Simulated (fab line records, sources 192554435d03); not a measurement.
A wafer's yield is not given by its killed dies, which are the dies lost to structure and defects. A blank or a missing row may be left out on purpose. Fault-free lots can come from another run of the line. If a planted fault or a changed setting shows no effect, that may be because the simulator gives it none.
Problem report, 8D (eight disciplines) form, completed by code :: flow n5 finfet :: the parts of the form that need people (team, actions taken, sign-off) are left out

## 1. WHAT IS WRONG
Mean of bias w at N5_BEOL_M1_VIA_ETCH_34: 160.1 W across 9 wafers in 3 lots; on wafers with no fault it is 170.1 W (standard deviation 0.53). Measured from the usual mean, that is -19 standard deviations.
The step: etches the open film in C4F6/O2, target depth 67.8 nm, time 64.4 s.
First seen on wafer L113.1, day 9 22:50, on rie diel-04. The record has a number at this step for 27 wafers belonging to 9 lots. By rule, "out" or "out of limits" means more than 4 standard deviations away from the usual mean. The other wafers with a number count as sound.

## 2. WHAT IT IS, WHAT IT ISN'T
question: which readings at this step
is: bias w, rf vpp V
is not: drypump motor current A, oes_o_777_au, oes product au, showerhead plenum p Torr, throttle valve pct

question: which lots
is: L113, L116, L117
is not: L100, L101, L105, L118, L119, L122

question: which wafers of those lots
is: all that have a number
is not: -

question: read on which tools
is: rie diel-04
is not: rie diel-03, rie diel-05

question: when
is: from day 9 22:50
is not: up to then (9 sound wafers); but 9 sound wafers of L118, L119, L122 came after

## 3. THE SUSPECTS, EACH WITH WHAT RULES IT OUT
Counting: a tool stays on the suspect list if, at a process step up to the reading, it processed all lots that are out and no sound lot following the first of them.
- rie diel-04 at N5_BEOL_M1_VIA_ETCH_34 (etches the open film in C4F6/O2, target depth 67.8 nm, time 64.4 s): kept. It ran every lot that is out, first L113 (day 9 22:50), and no sound lot after that; its last sound lot up to then is L105 (day 7 17:59). Its own readings are out on those wafers: bias w, rf vpp V.
After counting, what remains is rie diel-04 at N5_BEOL_M1_VIA_ETCH_34.

## 4. THE CAUSE (what the simulator had put in)
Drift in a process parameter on rie diel-04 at N5_BEOL_M1_VIA_ETCH_34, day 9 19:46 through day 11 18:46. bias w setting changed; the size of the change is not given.
This tool alone remained once counting was done.

## 5. THE CHAIN OF EFFECTS, in route order
One row per reading whose mean, taken over the struck wafers that have a number, lies over 3 standard deviations from the usual. Readings are gone through only where the record gives a usual standard deviation; hours: the median, over the lots, of the time from a lot's start at the first step in this table giving one to that lot's start at this step; sigmas: the change measured in usual standard deviations.
hours: 0
step: N5_BEOL_M1_VIA_ETCH_34
reading: bias w
usual: 170.1 W
on struck wafers: 160.1
change: -10.0
sigmas: -19

hours: 0
step: N5_BEOL_M1_VIA_ETCH_34
reading: rf vpp V
usual: 666 V
on struck wafers: 634
change: -32
sigmas: -7.6
Its process steps:
- N5_BEOL_M1_VIA_ETCH_34: etches the open film in C4F6/O2, target depth 67.8 nm, time 64.4 s.
At these later measuring or inspecting steps, every struck wafer for which the step has a row has a number for every such reading, and none has moved that far: N5_BEOL_M4_RC_MEAS_101.

## 6. HOW IT WOULD HAVE BEEN CAUGHT EARLIER
3 hours passed between the start of the fault at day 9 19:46 and the first reading out of limits in this record, taken at day 9 22:50.
